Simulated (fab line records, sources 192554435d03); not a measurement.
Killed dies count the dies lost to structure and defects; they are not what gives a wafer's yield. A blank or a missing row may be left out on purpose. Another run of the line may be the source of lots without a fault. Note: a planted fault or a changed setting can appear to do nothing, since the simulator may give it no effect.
Which tool is to blame? || flow n5 finfet || 66 wafers from 22 lots sampled at 4 of the route's 1938 steps

## WHAT EACH GAUGE READ, for each wafer
N5_BEOL_M1_INSPECT_13: inspects for defects (brightfield). Usual: 444 for raw defect count, sd 100.
{"lot": "L075", "measured": "day 6 10:55", "on": "defect inspect-02", "raw defect count": "668 433 657", "flag": ""}
{"lot": "L076", "measured": "day 6 16:00", "on": "defect inspect-02", "raw defect count": "475 448 599", "flag": ""}
{"lot": "L077", "measured": "day 7 00:23", "on": "defect inspect-01", "raw defect count": "336 377 414", "flag": ""}
{"lot": "L079", "measured": "day 7 05:55", "on": "defect inspect-01", "raw defect count": "335 425 304", "flag": ""}
{"lot": "L078", "measured": "day 7 05:58", "on": "defect inspect-02", "raw defect count": "355 403 374", "flag": ""}
{"lot": "L080", "measured": "day 7 08:50", "on": "defect inspect-02", "raw defect count": "603 570 550", "flag": ""}
{"lot": "L081", "measured": "day 7 21:29", "on": "defect inspect-01", "raw defect count": "450 388 444", "flag": ""}
{"lot": "L082", "measured": "day 7 23:22", "on": "defect inspect-02", "raw defect count": "432 401 461", "flag": ""}
{"lot": "L083", "measured": "day 8 09:58", "on": "defect inspect-02", "raw defect count": "367 438 538", "flag": ""}
{"lot": "L085", "measured": "day 8 20:04", "on": "defect inspect-01", "raw defect count": "302 320 288", "flag": ""}
{"lot": "L086", "measured": "day 9 06:20", "on": "defect inspect-02", "raw defect count": "605 494 428", "flag": ""}
{"lot": "L087", "measured": "day 9 07:39", "on": "defect inspect-02", "raw defect count": "372 378 400", "flag": ""}
{"lot": "L088", "measured": "day 9 12:29", "on": "defect inspect-02", "raw defect count": "382 557 701", "flag": ""}
{"lot": "L089", "measured": "day 10 00:55", "on": "defect inspect-02", "raw defect count": "406 310 369", "flag": ""}
{"lot": "L091", "measured": "day 10 07:35", "on": "defect inspect-01", "raw defect count": "321 344 358", "flag": ""}
{"lot": "L090", "measured": "day 10 07:58", "on": "defect inspect-01", "raw defect count": "525 381 337", "flag": ""}
{"lot": "L092", "measured": "day 10 10:22", "on": "defect inspect-02", "raw defect count": "579 647 510", "flag": ""}
{"lot": "L093", "measured": "day 10 17:08", "on": "defect inspect-01", "raw defect count": "388 378 345", "flag": ""}
{"lot": "L094", "measured": "day 11 02:08", "on": "defect inspect-02", "raw defect count": "461 472 348", "flag": ""}
{"lot": "L095", "measured": "day 11 10:18", "on": "defect inspect-01", "raw defect count": "389 384 383", "flag": ""}
{"lot": "L096", "measured": "day 11 16:33", "on": "defect inspect-01", "raw defect count": "364 630 547", "flag": ""}
{"lot": "L097", "measured": "day 11 20:52", "on": "defect inspect-02", "raw defect count": "298 547 462", "flag": ""}

N5_BEOL_M1_INSPECT_30: inspects for defects (brightfield). Usual: 442 for raw defect count, sd 98.
{"lot": "L075", "measured": "day 6 12:31", "on": "defect inspect-02", "raw defect count": "653 442 684", "flag": ""}
{"lot": "L076", "measured": "day 6 17:10", "on": "defect inspect-01", "raw defect count": "453 429 573", "flag": ""}
{"lot": "L077", "measured": "day 7 01:23", "on": "defect inspect-02", "raw defect count": "359 391 406", "flag": ""}
{"lot": "L079", "measured": "day 7 06:55", "on": "defect inspect-02", "raw defect count": "408 449 337", "flag": ""}
{"lot": "L078", "measured": "day 7 07:06", "on": "defect inspect-01", "raw defect count": "322 365 332", "flag": ""}
{"lot": "L080", "measured": "day 7 09:43", "on": "defect inspect-01", "raw defect count": "539 517 521", "flag": ""}
{"lot": "L081", "measured": "day 7 22:21", "on": "defect inspect-02", "raw defect count": "487 399 508", "flag": ""}
{"lot": "L082", "measured": "day 8 00:22", "on": "defect inspect-01", "raw defect count": "409 363 450", "flag": ""}
{"lot": "L083", "measured": "day 8 11:25", "on": "defect inspect-02", "raw defect count": "383 438 520", "flag": ""}
{"lot": "L085", "measured": "day 8 20:58", "on": "defect inspect-01", "raw defect count": "282 339 279", "flag": ""}
{"lot": "L086", "measured": "day 9 07:24", "on": "defect inspect-01", "raw defect count": "596 500 377", "flag": ""}
{"lot": "L087", "measured": "day 9 08:49", "on": "defect inspect-02", "raw defect count": "372 383 417", "flag": ""}
{"lot": "L088", "measured": "day 9 13:21", "on": "defect inspect-02", "raw defect count": "368 561 682", "flag": ""}
{"lot": "L089", "measured": "day 10 01:52", "on": "defect inspect-02", "raw defect count": "399 309 373", "flag": ""}
{"lot": "L091", "measured": "day 10 08:36", "on": "defect inspect-01", "raw defect count": "331 352 357", "flag": ""}
{"lot": "L090", "measured": "day 10 08:56", "on": "defect inspect-01", "raw defect count": "501 381 337", "flag": ""}
{"lot": "L092", "measured": "day 10 11:23", "on": "defect inspect-02", "raw defect count": "632 644 500", "flag": ""}
{"lot": "L093", "measured": "day 10 18:07", "on": "defect inspect-01", "raw defect count": "399 379 329", "flag": ""}
{"lot": "L094", "measured": "day 11 03:08", "on": "defect inspect-01", "raw defect count": "438 453 312", "flag": ""}
{"lot": "L095", "measured": "day 11 11:26", "on": "defect inspect-02", "raw defect count": "413 428 428", "flag": ""}
{"lot": "L096", "measured": "day 11 17:28", "on": "defect inspect-01", "raw defect count": "365 622 570", "flag": ""}
{"lot": "L097", "measured": "day 11 21:44", "on": "defect inspect-02", "raw defect count": "304 551 433", "flag": ""}

## WHAT TOOL EACH LOT RAN ON (gives the tool, then ch and the chambers of the sampled wafers, and finally the start)
{"lot": "L075", "N5_BEOL_M1_HM_DEP_02": "pvd sputter-01, day 6 10:19", "N5_BEOL_M1_ETCH_74": "rie diel-01 ch 0,1, day 6 11:07"}
{"lot": "L076", "N5_BEOL_M1_HM_DEP_02": "pvd sputter-02, day 6 15:31", "N5_BEOL_M1_ETCH_74": "rie diel-06 ch 0,1,2, day 6 16:14"}
{"lot": "L077", "N5_BEOL_M1_HM_DEP_02": "pvd sputter-01, day 6 23:55", "N5_BEOL_M1_ETCH_74": "rie diel-02 ch 0,1,2, day 7 00:31"}
{"lot": "L079", "N5_BEOL_M1_HM_DEP_02": "pvd sputter-02, day 7 05:19", "N5_BEOL_M1_ETCH_74": "rie diel-01 ch 0,1,2, day 7 05:59"}
{"lot": "L078", "N5_BEOL_M1_HM_DEP_02": "pvd sputter-01, day 7 05:27", "N5_BEOL_M1_ETCH_74": "rie diel-02 ch 0,3, day 7 06:04"}
{"lot": "L080", "N5_BEOL_M1_HM_DEP_02": "pvd sputter-01, day 7 08:14", "N5_BEOL_M1_ETCH_74": "rie diel-02 ch 0,2,3, day 7 08:55"}
{"lot": "L081", "N5_BEOL_M1_HM_DEP_02": "pvd sputter-03, day 7 21:00", "N5_BEOL_M1_ETCH_74": "rie diel-01 ch 0,1, day 7 21:33"}
{"lot": "L082", "N5_BEOL_M1_HM_DEP_02": "pvd sputter-02, day 7 22:54", "N5_BEOL_M1_ETCH_74": "rie diel-06 ch 0,1,2, day 7 23:26"}
{"lot": "L083", "N5_BEOL_M1_HM_DEP_02": "pvd sputter-01, day 8 09:29", "N5_BEOL_M1_ETCH_74": "rie diel-06 ch 0,2, day 8 10:25"}
{"lot": "L085", "N5_BEOL_M1_HM_DEP_02": "pvd sputter-02, day 8 19:27", "N5_BEOL_M1_ETCH_74": "rie diel-06 ch 1,2, day 8 20:09"}
{"lot": "L086", "N5_BEOL_M1_HM_DEP_02": "pvd sputter-01, day 9 05:49", "N5_BEOL_M1_ETCH_74": "rie diel-01 ch 1,3, day 9 06:24"}
{"lot": "L087", "N5_BEOL_M1_HM_DEP_02": "pvd sputter-01, day 9 07:07", "N5_BEOL_M1_ETCH_74": "rie diel-02 ch 0,1,3, day 9 07:59"}
{"lot": "L088", "N5_BEOL_M1_HM_DEP_02": "pvd sputter-02, day 9 11:53", "N5_BEOL_M1_ETCH_74": "rie diel-02 ch 0,2,3, day 9 12:33"}
{"lot": "L089", "N5_BEOL_M1_HM_DEP_02": "pvd sputter-03, day 10 00:26", "N5_BEOL_M1_ETCH_74": "rie diel-06 ch 0,1, day 10 00:59"}
{"lot": "L091", "N5_BEOL_M1_HM_DEP_02": "pvd sputter-03, day 10 06:59", "N5_BEOL_M1_ETCH_74": "rie diel-06 ch 1,2,3, day 10 07:43"}
{"lot": "L090", "N5_BEOL_M1_HM_DEP_02": "pvd sputter-03, day 10 07:22", "N5_BEOL_M1_ETCH_74": "rie diel-02 ch 1,3, day 10 08:02"}
{"lot": "L092", "N5_BEOL_M1_HM_DEP_02": "pvd sputter-03, day 10 09:53", "N5_BEOL_M1_ETCH_74": "rie diel-02 ch 0,1,3, day 10 10:26"}
{"lot": "L093", "N5_BEOL_M1_HM_DEP_02": "pvd sputter-03, day 10 16:39", "N5_BEOL_M1_ETCH_74": "rie diel-01 ch 0,2,3, day 10 17:12"}
{"lot": "L094", "N5_BEOL_M1_HM_DEP_02": "pvd sputter-03, day 11 01:40", "N5_BEOL_M1_ETCH_74": "rie diel-01 ch 0,1,2, day 11 02:12"}
{"lot": "L095", "N5_BEOL_M1_HM_DEP_02": "pvd sputter-01, day 11 09:50", "N5_BEOL_M1_ETCH_74": "rie diel-01 ch 0,1,2, day 11 10:31"}
{"lot": "L096", "N5_BEOL_M1_HM_DEP_02": "pvd sputter-02, day 11 16:04", "N5_BEOL_M1_ETCH_74": "rie diel-01 ch 1,2,3, day 11 16:38"}
{"lot": "L097", "N5_BEOL_M1_HM_DEP_02": "pvd sputter-03, day 11 20:23", "N5_BEOL_M1_ETCH_74": "rie diel-02 ch 1,2, day 11 20:56"}
- N5_BEOL_M1_HM_DEP_02: deposits TiN, target thk 20 nm.
- N5_BEOL_M1_ETCH_74: etches underlayer in N2/H2, target depth 6.5 nm, time 5.2 s.

## WHAT THE TOOLS THEMSELVES READ (means of the sampled wafers that have a number; where no wafer has one, the mark that the record gives instead)
N5_BEOL_M1_HM_DEP_02. Usual: 30.3 % for throttle valve pct, sd 1.2.
{"lot": "L075", "tool": "pvd sputter-01", "throttle valve pct (%)": 31.6, "flag": ""}
{"lot": "L076", "tool": "pvd sputter-02", "throttle valve pct (%)": 29.4, "flag": ""}
{"lot": "L077", "tool": "pvd sputter-01", "throttle valve pct (%)": 31.5, "flag": ""}
{"lot": "L079", "tool": "pvd sputter-02", "throttle valve pct (%)": 28.9, "flag": ""}
{"lot": "L078", "tool": "pvd sputter-01", "throttle valve pct (%)": 31.4, "flag": ""}
{"lot": "L080", "tool": "pvd sputter-01", "throttle valve pct (%)": 31.3, "flag": ""}
{"lot": "L081", "tool": "pvd sputter-03", "throttle valve pct (%)": 29.6, "flag": ""}
{"lot": "L082", "tool": "pvd sputter-02", "throttle valve pct (%)": 29.8, "flag": ""}
{"lot": "L083", "tool": "pvd sputter-01", "throttle valve pct (%)": 31.6, "flag": ""}
{"lot": "L085", "tool": "pvd sputter-02", "throttle valve pct (%)": 29.1, "flag": ""}
{"lot": "L086", "tool": "pvd sputter-01", "throttle valve pct (%)": 31.0, "flag": ""}
{"lot": "L087", "tool": "pvd sputter-01", "throttle valve pct (%)": 30.8, "flag": ""}
{"lot": "L088", "tool": "pvd sputter-02", "throttle valve pct (%)": 30.1, "flag": ""}
{"lot": "L089", "tool": "pvd sputter-03", "throttle valve pct (%)": 29.6, "flag": ""}
{"lot": "L091", "tool": "pvd sputter-03", "throttle valve pct (%)": 30.8, "flag": ""}
{"lot": "L090", "tool": "pvd sputter-03", "throttle valve pct (%)": 28.8, "flag": ""}
{"lot": "L092", "tool": "pvd sputter-03", "throttle valve pct (%)": 30.6, "flag": ""}
{"lot": "L093", "tool": "pvd sputter-03", "throttle valve pct (%)": 29.8, "flag": ""}
{"lot": "L094", "tool": "pvd sputter-03", "throttle valve pct (%)": 30.1, "flag": ""}
{"lot": "L095", "tool": "pvd sputter-01", "throttle valve pct (%)": 30.9, "flag": ""}
{"lot": "L096", "tool": "pvd sputter-02", "throttle valve pct (%)": 29.4, "flag": ""}
{"lot": "L097", "tool": "pvd sputter-03", "throttle valve pct (%)": 30.6, "flag": ""}

N5_BEOL_M1_ETCH_74. Usual: drypump motor current A 5.85 A, standard deviation 0.27; etch rf on time s 5.18 s, standard deviation 0.13; h2 flow sccm 200.0 sccm, standard deviation 0.61; oes product au 0.65 a.u., standard deviation 0.071; rf fwd power W 819.5 W, standard deviation 2.5; rf vpp V 524.4 V, standard deviation 2.5; showerhead plenum p Torr 2.56 Torr, standard deviation 0.082; throttle valve pct 17.94 %, standard deviation 0.28.
{"lot": "L075", "tool": "rie diel-01", "drypump motor current A (A)": 5.84, "etch rf on time s (s)": 5.13, "h2 flow sccm (sccm)": 200.5, "oes product au (a.u.)": 0.74, "rf fwd power W (W)": 818.4, "rf vpp V (V)": 526.1, "showerhead plenum p Torr (Torr)": 2.60, "throttle valve pct (%)": 17.62, "flag": ""}
{"lot": "L076", "tool": "rie diel-06", "drypump motor current A (A)": 5.89, "etch rf on time s (s)": 5.22, "h2 flow sccm (sccm)": 199.6, "oes product au (a.u.)": 0.68, "rf fwd power W (W)": 817.2, "rf vpp V (V)": 525.8, "showerhead plenum p Torr (Torr)": 2.56, "throttle valve pct (%)": 17.85, "flag": ""}
{"lot": "L077", "tool": "rie diel-02", "drypump motor current A (A)": 5.89, "etch rf on time s (s)": 5.19, "h2 flow sccm (sccm)": 199.5, "oes product au (a.u.)": 0.62, "rf fwd power W (W)": 819.2, "rf vpp V (V)": 526.0, "showerhead plenum p Torr (Torr)": 2.58, "throttle valve pct (%)": 17.98, "flag": ""}
{"lot": "L079", "tool": "rie diel-01", "drypump motor current A (A)": 5.84, "etch rf on time s (s)": 5.22, "h2 flow sccm (sccm)": 200.1, "oes product au (a.u.)": 0.73, "rf fwd power W (W)": 820.6, "rf vpp V (V)": 523.9, "showerhead plenum p Torr (Torr)": 2.56, "throttle valve pct (%)": 17.77, "flag": ""}
{"lot": "L078", "tool": "rie diel-02", "drypump motor current A (A)": 5.82, "etch rf on time s (s)": 5.16, "h2 flow sccm (sccm)": 199.8, "oes product au (a.u.)": 0.61, "rf fwd power W (W)": 821.7, "rf vpp V (V)": 521.8, "showerhead plenum p Torr (Torr)": 2.49, "throttle valve pct (%)": 17.98, "flag": ""}
{"lot": "L080", "tool": "rie diel-02", "drypump motor current A (A)": 5.71, "etch rf on time s (s)": 5.21, "h2 flow sccm (sccm)": 199.2, "oes product au (a.u.)": 0.61, "rf fwd power W (W)": 821.2, "rf vpp V (V)": 524.8, "showerhead plenum p Torr (Torr)": 2.57, "throttle valve pct (%)": 18.09, "flag": ""}
{"lot": "L081", "tool": "rie diel-01", "drypump motor current A (A)": 6.03, "etch rf on time s (s)": 5.19, "h2 flow sccm (sccm)": 200.3, "oes product au (a.u.)": 0.68, "rf fwd power W (W)": 822.3, "rf vpp V (V)": 527.0, "showerhead plenum p Torr (Torr)": 2.61, "throttle valve pct (%)": 17.99, "flag": ""}
{"lot": "L082", "tool": "rie diel-06", "drypump motor current A (A)": 5.87, "etch rf on time s (s)": 5.24, "h2 flow sccm (sccm)": 200.5, "oes product au (a.u.)": 0.66, "rf fwd power W (W)": 823.7, "rf vpp V (V)": 522.9, "showerhead plenum p Torr (Torr)": 2.56, "throttle valve pct (%)": 17.89, "flag": ""}
{"lot": "L083", "tool": "rie diel-06", "drypump motor current A (A)": 5.97, "etch rf on time s (s)": 5.28, "h2 flow sccm (sccm)": 200.4, "oes product au (a.u.)": 0.67, "rf fwd power W (W)": 819.6, "rf vpp V (V)": 523.5, "showerhead plenum p Torr (Torr)": 2.52, "throttle valve pct (%)": 17.76, "flag": ""}
{"lot": "L085", "tool": "rie diel-06", "drypump motor current A (A)": 5.84, "etch rf on time s (s)": 5.19, "h2 flow sccm (sccm)": 199.6, "oes product au (a.u.)": 0.61, "rf fwd power W (W)": 820.2, "rf vpp V (V)": 524.7, "showerhead plenum p Torr (Torr)": 2.61, "throttle valve pct (%)": 18.05, "flag": ""}
{"lot": "L086", "tool": "rie diel-01", "drypump motor current A (A)": 5.77, "etch rf on time s (s)": 5.20, "h2 flow sccm (sccm)": 200.3, "oes product au (a.u.)": 0.61, "rf fwd power W (W)": 816.8, "rf vpp V (V)": 524.0, "showerhead plenum p Torr (Torr)": 2.55, "throttle valve pct (%)": 17.90, "flag": ""}
{"lot": "L087", "tool": "rie diel-02", "drypump motor current A (A)": 5.99, "etch rf on time s (s)": 5.11, "h2 flow sccm (sccm)": 199.8, "oes product au (a.u.)": 0.61, "rf fwd power W (W)": 818.5, "rf vpp V (V)": 525.3, "showerhead plenum p Torr (Torr)": 2.56, "throttle valve pct (%)": 17.99, "flag": ""}
{"lot": "L088", "tool": "rie diel-02", "drypump motor current A (A)": 5.70, "etch rf on time s (s)": 5.14, "h2 flow sccm (sccm)": 200.0, "oes product au (a.u.)": 0.61, "rf fwd power W (W)": 815.8, "rf vpp V (V)": 524.5, "showerhead plenum p Torr (Torr)": 2.57, "throttle valve pct (%)": 18.11, "flag": ""}
{"lot": "L089", "tool": "rie diel-06", "drypump motor current A (A)": 5.81, "etch rf on time s (s)": 5.27, "h2 flow sccm (sccm)": 199.4, "oes product au (a.u.)": 0.69, "rf fwd power W (W)": 817.2, "rf vpp V (V)": 524.3, "showerhead plenum p Torr (Torr)": 2.54, "throttle valve pct (%)": 17.87, "flag": ""}
{"lot": "L091", "tool": "rie diel-06", "drypump motor current A (A)": 5.88, "etch rf on time s (s)": 5.18, "h2 flow sccm (sccm)": 201.1, "oes product au (a.u.)": 0.66, "rf fwd power W (W)": 816.4, "rf vpp V (V)": 524.2, "showerhead plenum p Torr (Torr)": 2.56, "throttle valve pct (%)": 18.05, "flag": ""}
{"lot": "L090", "tool": "rie diel-02", "drypump motor current A (A)": 6.15, "etch rf on time s (s)": 5.03, "h2 flow sccm (sccm)": 200.6, "oes product au (a.u.)": 0.61, "rf fwd power W (W)": 820.7, "rf vpp V (V)": 527.2, "showerhead plenum p Torr (Torr)": 2.63, "throttle valve pct (%)": 17.98, "flag": ""}
{"lot": "L092", "tool": "rie diel-02", "drypump motor current A (A)": 6.00, "etch rf on time s (s)": 5.05, "h2 flow sccm (sccm)": 199.7, "oes product au (a.u.)": 0.61, "rf fwd power W (W)": 819.2, "rf vpp V (V)": 524.3, "showerhead plenum p Torr (Torr)": 2.56, "throttle valve pct (%)": 18.00, "flag": ""}
{"lot": "L093", "tool": "rie diel-01", "drypump motor current A (A)": 5.61, "etch rf on time s (s)": 5.24, "h2 flow sccm (sccm)": 199.7, "oes product au (a.u.)": 0.70, "rf fwd power W (W)": 820.4, "rf vpp V (V)": 523.9, "showerhead plenum p Torr (Torr)": 2.51, "throttle valve pct (%)": 17.59, "flag": ""}
{"lot": "L094", "tool": "rie diel-01", "drypump motor current A (A)": 5.86, "etch rf on time s (s)": 5.25, "h2 flow sccm (sccm)": 199.9, "oes product au (a.u.)": 0.70, "rf fwd power W (W)": 819.2, "rf vpp V (V)": 524.4, "showerhead plenum p Torr (Torr)": 2.55, "throttle valve pct (%)": 17.82, "flag": ""}
{"lot": "L095", "tool": "rie diel-01", "drypump motor current A (A)": 5.83, "etch rf on time s (s)": 5.27, "h2 flow sccm (sccm)": 199.9, "oes product au (a.u.)": 0.69, "rf fwd power W (W)": 821.6, "rf vpp V (V)": 525.0, "showerhead plenum p Torr (Torr)": 2.55, "throttle valve pct (%)": 17.83, "flag": ""}
{"lot": "L096", "tool": "rie diel-01", "drypump motor current A (A)": 5.80, "etch rf on time s (s)": 5.25, "h2 flow sccm (sccm)": 200.4, "oes product au (a.u.)": 0.65, "rf fwd power W (W)": 819.5, "rf vpp V (V)": 524.0, "showerhead plenum p Torr (Torr)": 2.54, "throttle valve pct (%)": 17.94, "flag": ""}
{"lot": "L097", "tool": "rie diel-02", "drypump motor current A (A)": 6.06, "etch rf on time s (s)": 5.17, "h2 flow sccm (sccm)": 200.0, "oes product au (a.u.)": 0.61, "rf fwd power W (W)": 819.0, "rf vpp V (V)": 526.3, "showerhead plenum p Torr (Torr)": 2.64, "throttle valve pct (%)": 18.02, "flag": ""}

## THE ANSWER, worked out from the rows above alone
Rule: take the mean of a lot's wafers that have a number; if it is more than 3 standard deviations from the usual mean, the lot is off. Also off: a lot with no number at a reading for which 4 or more lots have one. Any other lot the step has rows for is counted as sound. First the gauges in route order, then the tools' own readings, where a lot's mean is used as printed above. The first step at which some lot is off is used, and at that step the reading that is off furthest; a lot without a number counts as furthest.
None of the lots is off at any reading shown; this tells nothing.

## WHAT THE SIMULATOR HAD PUT IN
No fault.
